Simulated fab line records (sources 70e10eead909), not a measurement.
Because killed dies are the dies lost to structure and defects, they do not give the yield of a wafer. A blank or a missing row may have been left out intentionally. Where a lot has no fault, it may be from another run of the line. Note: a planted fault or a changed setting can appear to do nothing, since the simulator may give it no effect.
Code-filled problem report in 8D (eight disciplines) form :: flow nandHarc :: the parts of the form that need people (team, actions taken, sign-off) are left out

1. THE ISSUE
Mean of rawDefectCount at NHARC_P_GATE_INSPECT_68: 843 across 6 wafers in 2 lots; on wafers with no fault it is 189 (standard deviation 63). Relative to the usual mean, that is a shift of +10 standard deviations.
Earliest sighting: wafer L560.1 on defectInspect-01 at day 10 00:38. The record has a number at this step for 36 wafers belonging to 12 lots. Rule for "out", or "out of limits": more than 4 standard deviations from the usual mean. The other wafers with a number count as sound.

2. WHAT THIS IS AND IS NOT
question: which readings at this step
is: rawDefectCount
is not: -

question: which lots
is: L560, L563
is not: L553, L554, L556, L559, L568, L569, L570, L571, L572, L573

question: which wafers of those lots
is: all that have a number
is not: -

question: read on which gauges
is: defectInspect-01, defectInspect-02
is not: -

question: when
is: from day 10 00:38
is not: up to then (12 sound wafers); but 18 sound wafers of L568, L569, L570, L571, L572, L573 came after

3. THE SUSPECTS, EACH WITH WHAT RULES IT OUT
Counting: any tool at a process step up to the reading is kept as a suspect provided that every lot that is out went through it and no sound lot did after the first of them.
- the gauge at NHARC_P_GATE_INSPECT_68 has been ruled out. 2 gauges (defectInspect-01, defectInspect-02) read the wafers that are out.
- rieDiel-01 at NHARC_P_GATE_HM_OPEN_105 (chemistry O2/COS, target depth 360 nm): ruled out as a lasting fault. The sound lots L569 went through it after L560, its earliest lot that is out (day 9 06:00).
- plasmaAsher-01 at NHARC_P_GATE_STRIP_75 (strips in O2): ruled out as a lasting fault. The sound lots L571, L572 went through it after L560, its earliest lot that is out (day 9 19:05).
- rtpAnneal-01 at NHARC_P_GATE_RTA_82 (time 30 s): ruled out as a lasting fault. The sound lots L568, L571, L572 went through it after L560, its earliest lot that is out (day 10 00:26).
Left after counting: nothing in the record.

4. THE CAUSE (what the simulator had put in)
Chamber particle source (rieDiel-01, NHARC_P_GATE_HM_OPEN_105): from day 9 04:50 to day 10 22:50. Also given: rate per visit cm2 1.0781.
It was ruled out by counting, in error; the rule expects a fault to strike all lots run on its tool from its start on, and this fault did not.

5. SEQUENCE OF EFFECTS, ordered by route
Each row: a reading whose mean over the struck wafers that have a number lies more than 3 standard deviations from the usual. Only readings whose record carries a usual standard deviation are examined. hours: median over the lots of the time between each lot's start at the first step of this table that gives one and its start at this step. sigmas: the change, counted in usual standard deviations.
hours: 0
step: NHARC_P_GATE_INSPECT_68
reading: rawDefectCount
usual: 189
on struck wafers: 843
change: +654
sigmas: +10

hours: 451
step: NHARC_END_SORT_01
reading: killedAtPeriphery
usual: 3.7
on struck wafers: 80.0
change: +76.3
sigmas: +29

hours: 451
step: NHARC_END_SORT_01
reading: killedDies
usual: 66
on struck wafers: 146
change: +80
sigmas: +3.5

6. WHAT WOULD HAVE CAUGHT IT SOONER
Counted from the fault's start at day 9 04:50, it took 20 hours until the first out-of-limits reading at a measuring or inspecting step in this record, taken at day 10 00:38.
Of the tool readings at NHARC_P_GATE_HM_OPEN_105 for which the record gives a usual standard deviation, none was out on any struck wafer, so an alarm limit of 4 standard deviations on them would not have fired.
